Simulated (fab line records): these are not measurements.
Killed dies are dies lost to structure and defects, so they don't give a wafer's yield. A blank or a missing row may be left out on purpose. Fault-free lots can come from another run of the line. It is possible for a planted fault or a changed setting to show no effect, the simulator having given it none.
Split-lot trial -- flow n5Finfet -- 21 wafers read across 7 lots, on a route 1938 steps long

SPLIT DETAILS
At N5_BEOL_M0_ETCH_128 (etches SiCN in CF4/N2, target depth 12 nm, overetch 5.1 nm, time 21.4 s), the setting sourceW was moved away from the recipe's 430 W on 6 of the 21 wafers read, by -17.9% to +9.2%. The other wafers ran this setting at the recipe's value.

The reading is taken at the split's own step.

THE READING
rfVppV, in V, at N5_BEOL_M0_ETCH_128 (etches SiCN in CF4/N2, target depth 12 nm, overetch 5.1 nm, time 21.4 s). On this fab line, fault-free wafers typically give 381.9 V with a standard deviation of 1.5 V.

wafer,"tool, chamber at the split","sourceW as run, W",against the recipe,"rfVppV, V",against lot-mates on the recipe
L077.2,"rieDiel-04, 3",430,recipe,381.0,-
L077.3,"rieDiel-04, 2",430,recipe,380.3,-
L077.5,"rieDiel-04, 0",430,recipe,380.7,-
L083.1,"rieDiel-01, 0",430,recipe,377.3,-
L083.4,"rieDiel-01, 1",430,recipe,381.9,-
L083.5,"rieDiel-01, 0",353.2,-17.9%,406.4,+26.8
L085.1,"rieDiel-01, 0",430,recipe,380.3,-
L085.2,"rieDiel-01, 3",430,recipe,384.0,-
L085.4,"rieDiel-01, 1",430,recipe,383.4,-
L086.3,"rieDiel-03, 0",430,recipe,381.5,-
L086.4,"rieDiel-03, 3",358.1,-16.7%,406.1,+24.2
L086.6,"rieDiel-03, 0",430,recipe,382.4,-
L089.1,"rieDiel-04, 2",430,recipe,379.7,-
L089.5,"rieDiel-04, 0",430,recipe,382.8,-
L089.6,"rieDiel-04, 1",377.7,-12.2%,398.0,+16.8
L094.2,"rieDiel-01, 3",430,recipe,384.1,-
L094.3,"rieDiel-01, 2",469.5,+9.2%,369.8,-14.3
L094.4,"rieDiel-01, 1",469.5,+9.2%,372.1,-12.0
L095.1,"rieDiel-01, 0",430,recipe,379.4,-
L095.2,"rieDiel-01, 3",430,recipe,383.5,-
L095.6,"rieDiel-01, 2",367.6,-14.5%,401.8,+20.4

THE FIT
A straight line over all 21 wafers: rfVppV changes by -1.36 V for each +1% of sourceW; r = -0.98; the points scatter about the line by 1.8 V.
The same after taking each lot's own level away (the mean of its wafers on the recipe; 21 wafers): -1.44 V for each +1%; r = -0.99; scatter 1.4 V.
The reading moves by 26 V for the largest change in sourceW, on that fit.
The span of the lots' own levels, 379.60 to 384.10 V, comes to 3.0 times the standard deviation stated above.
So the lot-to-lot level changes the slope little: the two slopes agree.
Check: with one of the wafers moved furthest among these (-17.9%) left out of the fit, the line predicts +25.3 V for it against its lot-mates. Against them it came out at +26.8 V.
Tool readings at the split's step, against how far the setting was moved: rfVppV r = -0.98.

FURTHER SPLITS ON THESE WAFERS
Note: prior to the reading, these wafers also went through further splits. Each is held against what the fit with the lots' levels taken away leaves over:
other split on the same wafers,wafers away from the commonest value,r with rfVppV (lot level and that fit taken away)
N5_MOL_CONTACT_COAG_ETCHBACK_136 targetDepthA,6,-0.12
N5_MOL_CONTACT_COAG_CVD_140 targetThkA,11,-0.01
N5_BEOL_M0_SAQP_SPACER2_ALD_26 targetThkA,6,+0.09

THE FILE'S OWN FIT
rfVppV changes by -1.44 V for each +1% of sourceW, r = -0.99.
